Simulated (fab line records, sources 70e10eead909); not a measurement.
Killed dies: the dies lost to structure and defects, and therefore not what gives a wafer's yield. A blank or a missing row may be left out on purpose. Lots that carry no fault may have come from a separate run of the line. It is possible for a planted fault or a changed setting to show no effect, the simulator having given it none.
Which tool was responsible? | flow nand harc | 12 lots with 36 wafers sampled at 5 steps, on a route of 1159 steps

## WHAT THE GAUGES SHOWED, per wafer
NHARC_END_SORT_01. Usual: killed at array 29, standard deviation 11; killed at other 0.7, standard deviation 1.1; killed at periphery 2.9, standard deviation 2.2; killed dies 33, standard deviation 11; killed open 3.1, standard deviation 1.8; killed short 1.9, standard deviation 1.4.
lot  | measured     | on        | killed at array | killed at other | killed at periphery | killed dies | killed open | killed short | flag
L209 | day 23 07:44 | prober-01 | 43 46 674       | 1 0 0           | 2 0 3               | 46 46 677   | 4 1 4       | 0 1 2        | OFF
L210 | day 23 06:09 | prober-02 | 672 674 15      | 2 1 1           | 3 2 0               | 677 677 16  | 1 3 2       | 5 1 4        | OFF

## EACH LOT AND THE TOOL THAT RAN IT (in order: tool; ch and the chambers of the sampled wafers; start)
lot  | NHARC_A_STAIRCASE_DESCUM_168       | NHARC_A_STAIRCASE_TRIM_12          | NHARC_A_STAIRCASE_ETCH_19          | NHARC_A_STAIRCASE_ETCH_21
L193 | rie diel-11 ch 0,3, day 11 03:09   | rie diel-10 ch 0,1, day 11 05:04   | rie diel-10 ch 0,2,3, day 11 07:22 | rie diel-10 ch 1,2,3, no start
L197 | rie diel-10 ch 1,2,3, day 11 09:27 | rie diel-09 ch 1,2,3, day 11 11:31 | rie diel-09 ch 0,2, day 11 12:32   | rie diel-10 ch 0,2,3, no start
L196 | rie diel-10 ch 2,3, day 11 17:26   | rie diel-11 ch 0,3, day 11 21:45   | rie diel-11 ch 0,3, day 11 22:49   | rie diel-11 ch 0,1,2, no start
L200 | rie diel-09 ch 1,2,3, day 12 06:16 | rie diel-10 ch 1,2, day 12 08:04   | rie diel-10 ch 1,2,3, day 12 08:56 | rie diel-11 ch 2,3, no start
L199 | rie diel-10 ch 0,2, day 12 06:25   | rie diel-09 ch 0,1,3, day 12 08:23 | rie diel-09 ch 0,1,2, day 12 09:13 | rie diel-09 ch 0,1,2, no start
L202 | rie diel-09 ch 0,1,2, day 12 23:49 | rie diel-11 ch 0,1, day 13 01:41   | rie diel-11 ch 0,2,3, day 13 02:35 | rie diel-11 ch 1,2,3, no start
L208 | rie diel-10 ch 0,2, day 14 13:44   | rie diel-09 ch 0,1,3, day 14 15:49 | rie diel-09 ch 1,3, day 14 16:39   | rie diel-10 ch 2,3, no start
L209 | rie diel-09 ch 0,2, day 14 18:38   | rie diel-09 ch 1,3, day 14 20:29   | rie diel-09 ch 1,2, day 14 21:28   | rie diel-11 ch 1,2, day 23 07:44 or earlier
L210 | rie diel-10 ch 0,2,3, day 14 18:54 | rie diel-09 ch 1,2,3, day 14 20:41 | rie diel-09 ch 0,1,3, day 14 21:39 | rie diel-09 ch 1,2,3, day 23 06:09 or earlier
L214 | rie diel-11 ch 0,2,3, day 15 16:51 | rie diel-11 ch 2,3, day 15 18:55   | rie diel-11 ch 1,2,3, day 15 21:19 | rie diel-11 ch 2,3, no start
L215 | rie diel-10 ch 2,3, day 16 10:05   | rie diel-10 ch 0,1,3, day 16 11:55 | rie diel-10 ch 0,1, day 16 12:43   | rie diel-10 ch 1,2, no start
L216 | rie diel-09 ch 0,1, day 16 16:35   | rie diel-11 ch 0,1,2, day 16 19:17 | rie diel-11 ch 1,2,3, day 16 20:37 | rie diel-11 ch 0,2,3, no start
- NHARC_A_STAIRCASE_DESCUM_168: chemistry O2, time 3 s.
- NHARC_A_STAIRCASE_TRIM_12: chemistry O2, time 211.2 s.
- NHARC_A_STAIRCASE_ETCH_19: etches the open film in C4F8/O2, target depth 100 nm, time 40.5 s.
- NHARC_A_STAIRCASE_ETCH_21: etches the open film in C4F8/O2, target depth 100 nm, time 40.5 s.

## AS READ BY THE TOOLS THEMSELVES (means over the sampled wafers that have a number; for cases with no such wafer, the mark the record gives instead)
NHARC_A_STAIRCASE_DESCUM_168. Usual: drypump motor current A 5.5 A, standard deviation 0.46; oes product au 1.001 a.u., standard deviation 0.01; rf vpp V 57.8 V, standard deviation 1; showerhead plenum p Torr 1.91 Torr, standard deviation 0.089; throttle valve pct 11.311 %, standard deviation 0.0089.
lot  | tool        | drypump motor current A (A) | oes product au (a.u.) | rf vpp V (V) | showerhead plenum p Torr (Torr) | throttle valve pct (%) | flag
L193 | rie diel-11 | 5.8                         | 0.991                 | 57.7         | 2.01                            | 11.316                 |
L197 | rie diel-10 | 5.5                         | 1.005                 | 57.8         | 1.88                            | 11.310                 |
L196 | rie diel-10 | 5.8                         | 0.997                 | 58.0         | 1.81                            | 11.302                 |
L200 | rie diel-09 | 5.3                         | 1.009                 | 58.1         | 1.91                            | 11.309                 |
L199 | rie diel-10 | 5.3                         | 0.999                 | 57.9         | 1.90                            | 11.313                 |
L202 | rie diel-09 | 5.2                         | 1.010                 | 57.5         | 1.93                            | 11.305                 |
L208 | rie diel-10 | 5.2                         | 1.007                 | 57.4         | 1.88                            | 11.313                 |
L209 | rie diel-09 | 5.5                         | 1.010                 | 58.0         | 1.90                            | 11.312                 |
L210 | rie diel-10 | 5.5                         | 0.997                 | 56.9         | 1.85                            | 11.302                 |
L214 | rie diel-11 | 6.0                         | 0.989                 | 57.6         | 2.03                            | 11.309                 |
L215 | rie diel-10 | 5.5                         | 1.011                 | 57.9         | 1.93                            | 11.315                 |
L216 | rie diel-09 | 5.0                         | 1.003                 | 57.6         | 1.94                            | 11.319                 |

NHARC_A_STAIRCASE_TRIM_12. Usual: drypump motor current A 5.6 A, standard deviation 0.48; oes product au 0.999 a.u., standard deviation 0.011; rf vpp V 57.8 V, standard deviation 0.97; showerhead plenum p Torr 3.54 Torr, standard deviation 0.16; throttle valve pct 17.037 %, standard deviation 0.009.
lot  | tool        | drypump motor current A (A) | oes product au (a.u.) | rf vpp V (V) | showerhead plenum p Torr (Torr) | throttle valve pct (%) | flag
L193 | rie diel-10 | 5.2                         | 1.007                 | 57.5         | 3.61                            | 17.043                 |
L197 | rie diel-09 | 5.3                         | 0.998                 | 57.6         | 3.51                            | 17.038                 |
L196 | rie diel-11 | 5.8                         | 0.988                 | 58.4         | 3.68                            | 17.046                 |
L200 | rie diel-10 | 5.2                         | 1.001                 | 58.0         | 3.52                            | 17.035                 |
L199 | rie diel-09 | 5.3                         | 1.001                 | 57.7         | 3.49                            | 17.039                 |
L202 | rie diel-11 | 6.1                         | 0.989                 | 57.8         | 3.50                            | 17.043                 |
L208 | rie diel-09 | 5.3                         | 1.003                 | 57.3         | 3.48                            | 17.037                 |
L209 | rie diel-09 | 5.0                         | 1.006                 | 58.2         | 3.55                            | 17.040                 |
L210 | rie diel-09 | 5.3                         | 1.009                 | 57.6         | 3.50                            | 17.036                 |
L214 | rie diel-11 | 5.8                         | 0.989                 | 58.0         | 3.72                            | 17.034                 |
L215 | rie diel-10 | 5.5                         | 1.011                 | 58.1         | 3.65                            | 17.040                 |
L216 | rie diel-11 | 6.1                         | 0.994                 | 57.8         | 3.62                            | 17.045                 |

NHARC_A_STAIRCASE_ETCH_19. Usual: oes product au 0.942 a.u., standard deviation 0.011; rf vpp V 897 V, standard deviation 5.8; run length s 62.0 s, standard deviation 0.38.
lot  | tool        | oes product au (a.u.) | rf vpp V (V) | run length s (s) | flag
L193 | rie diel-10 | 0.946                 | 892          | 61.8             |
L197 | rie diel-09 | 0.938                 | 896          | 62.1             |
L196 | rie diel-11 | 0.927                 | 904          | 62.0             |
L200 | rie diel-10 | 0.934                 | 893          | 61.8             |
L199 | rie diel-09 | 0.947                 | 897          | 62.2             |
L202 | rie diel-11 | 0.941                 | 903          | 61.7             |
L208 | rie diel-09 | 0.938                 | 897          | 62.2             |
L209 | rie diel-09 | 0.951                 | 897          | 58.1             | OFF
L210 | rie diel-09 | 0.944                 | 894          | 53.5             | OFF
L214 | rie diel-11 | 0.934                 | 897          | 62.3             |
L215 | rie diel-10 | 0.956                 | 897          | 62.0             |
L216 | rie diel-11 | 0.944                 | 898          | 61.9             |

NHARC_A_STAIRCASE_ETCH_21. Usual: oes product au 0.947 a.u., standard deviation 0.019; rf vpp V 897 V, standard deviation 6; run length s 62.0 s, standard deviation 0.41.
lot  | tool        | oes product au (a.u.) | rf vpp V (V) | run length s (s) | flag
L193 | rie diel-10 | 0.942                 | 894          | 61.7             |
L197 | rie diel-10 | 0.935                 | 893          | 61.4             |
L196 | rie diel-11 | 0.948                 | 900          | 62.0             |
L200 | rie diel-11 | 0.946                 | 902          | 62.0             |
L199 | rie diel-09 | 0.957                 | 896          | 62.0             |
L202 | rie diel-11 | 0.940                 | 900          | 62.4             |
L208 | rie diel-10 | 0.961                 | 889          | 61.7             |
L209 | rie diel-11 | 0.917                 | 900          | 61.8             |
L210 | rie diel-09 | 0.947                 | 895          | 62.2             |
L214 | rie diel-11 | 0.934                 | 902          | 61.9             |
L215 | rie diel-10 | 0.956                 | 896          | 61.7             |
L216 | rie diel-11 | 0.933                 | 904          | 61.8             |

## THE ANSWER, worked out from the rows above alone
Rule: a lot counts as off when the mean over its wafers that have a number is more than 3 standard deviations away from the usual mean. A lot without any number at a reading at which 4 lots or more have one is off too. Where the step has rows for the other lots, those lots are counted as sound. After the gauges, taken in route order, come the tools' own readings; for these a lot's mean is taken, as printed above. The first step at which some lot is off is used, and at that step the reading that is off furthest; a lot without a number counts as furthest.
Off: L209, L210 (NHARC_END_SORT_01, killed at array). Neither off nor sound, because the step has no rows for them: L193, L197, L196, L200, L199, L202, L208, L214, L215, L216.
A tool fits if, at a process step before that reading, it ran every lot that is off, and no sound lot after the first of them. Not tried: the gauges at NHARC_END_SORT_01; whatever is off there is also off at NHARC_A_STAIRCASE_ETCH_19, on other tools, and gauge error can't account for it. With no start given for some of its lots, NHARC_A_STAIRCASE_ETCH_21 uses the hours and lot order of NHARC_END_SORT_01. One fits: rie diel-09 at NHARC_A_STAIRCASE_TRIM_12 and NHARC_A_STAIRCASE_ETCH_19. It ran no sound lot before its first lot that is off in this sample, so the start can't be narrowed down.

## WHAT THE SIMULATOR HAD INSERTED
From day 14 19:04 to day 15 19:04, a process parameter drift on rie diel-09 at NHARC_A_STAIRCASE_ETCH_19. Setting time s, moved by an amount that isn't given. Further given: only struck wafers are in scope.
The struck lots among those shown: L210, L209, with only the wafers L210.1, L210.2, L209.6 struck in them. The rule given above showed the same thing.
